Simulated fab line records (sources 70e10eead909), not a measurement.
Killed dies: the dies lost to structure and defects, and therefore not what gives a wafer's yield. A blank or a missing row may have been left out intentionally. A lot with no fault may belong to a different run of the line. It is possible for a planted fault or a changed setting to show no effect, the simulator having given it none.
Which tool is to blame? | flow nand harc | 6 lots, 18 wafers sampled, at 4 steps of a route of 1302

== WHAT THE GAUGES READ, wafer by wafer ==
NHARC_A_ONON_D1_THK_MEAS_27: measures by ellipsometry.
lot  | measured     | on            | thk nm (nm)
L402 | day 9 05:34  | film metro-01 | 1009 1012 1009
L404 | day 9 16:13  | film metro-02 | 996 996 995
L407 | day 10 23:13 | film metro-01 | 1005 1003 1006
L410 | day 12 18:52 | film metro-01 | 982 983 982
L418 | day 15 20:08 | film metro-01 | 1199 1199 1197
L423 | day 17 16:59 | film metro-01 | 992 993 989

== TOOL THAT RAN EACH LOT (tool first, then ch and the chambers of the sampled wafers, then the start) ==
lot  | NHARC_P_BONDPAD_CMP_19        | NHARC_P_BONDPAD_ACTIVATE_29        | NHARC_A_ONON_D1_DEP_25
L402 | cmp-02 ch 0,2,3, day 7 18:13  | rie diel-08 ch 0,2, day 7 18:46    | pecvd onon-04 ch 0, day 9 05:04
L404 | cmp-02 ch 0,1, day 8 03:50    | rie diel-08 ch 2,3, day 8 04:28    | pecvd onon-03 ch 0, day 9 15:53
L407 | cmp-02 ch 0,3, day 9 12:12    | rie diel-13 ch 1,2, day 9 12:48    | pecvd onon-04 ch 0, day 10 22:46
L410 | cmp-02 ch 0,1,3, day 11 03:51 | rie diel-03 ch 2,3, day 11 04:22   | pecvd onon-01 ch 0, day 12 18:31
L418 | cmp-02 ch 1,2, day 14 06:22   | rie diel-03 ch 0,1,2, day 14 06:57 | pecvd onon-04 ch 0, day 15 19:38
L423 | cmp-03 ch 0,1,2, day 16 04:10 | rie diel-13 ch 0,1,2, day 16 04:47 | pecvd onon-03 ch 0, day 17 16:29
- NHARC_P_BONDPAD_CMP_19: polishes, t overpolish 30 s, cu recess touch 16 s, target thk 160.81 nm.
- NHARC_P_BONDPAD_ACTIVATE_29: chemistry N2, time 60 s.
- NHARC_A_ONON_D1_DEP_25: target thk 1000 nm.

== THE ANSWER, worked out from the rows above alone ==
Rule: what is usual is taken from the lots themselves. The widest of any qualifying gaps counts: lots, ordered by their means at a reading, are off when they make up no more than a third of the lots, leave a main group of 4 or more, and stand apart from it by 3 or more times the standard deviation of that group's means. The tables above print the reading to a certain number of digits; a main group whose means all agree to those digits is not used. A lot without any number at a reading at which 4 lots or more have one is off too. All remaining lots with rows at the step are treated as sound.
Off: L418, at NHARC_A_ONON_D1_THK_MEAS_27 (thk nm). Mean 997 nm and standard deviation 9.8 in the main group.
If a tool, at a process step before that reading, ran all the lots that are off and no sound lot after the first of them, it fits. Those tools and the gauges at NHARC_A_ONON_D1_THK_MEAS_27 are tried in the same way. Can't be told from this: 3 tools fit, cmp-02 at NHARC_P_BONDPAD_CMP_19, rie diel-03 at NHARC_P_BONDPAD_ACTIVATE_29, pecvd onon-04 at NHARC_A_ONON_D1_DEP_25.

== WHAT THE SIMULATOR HAD INSERTED ==
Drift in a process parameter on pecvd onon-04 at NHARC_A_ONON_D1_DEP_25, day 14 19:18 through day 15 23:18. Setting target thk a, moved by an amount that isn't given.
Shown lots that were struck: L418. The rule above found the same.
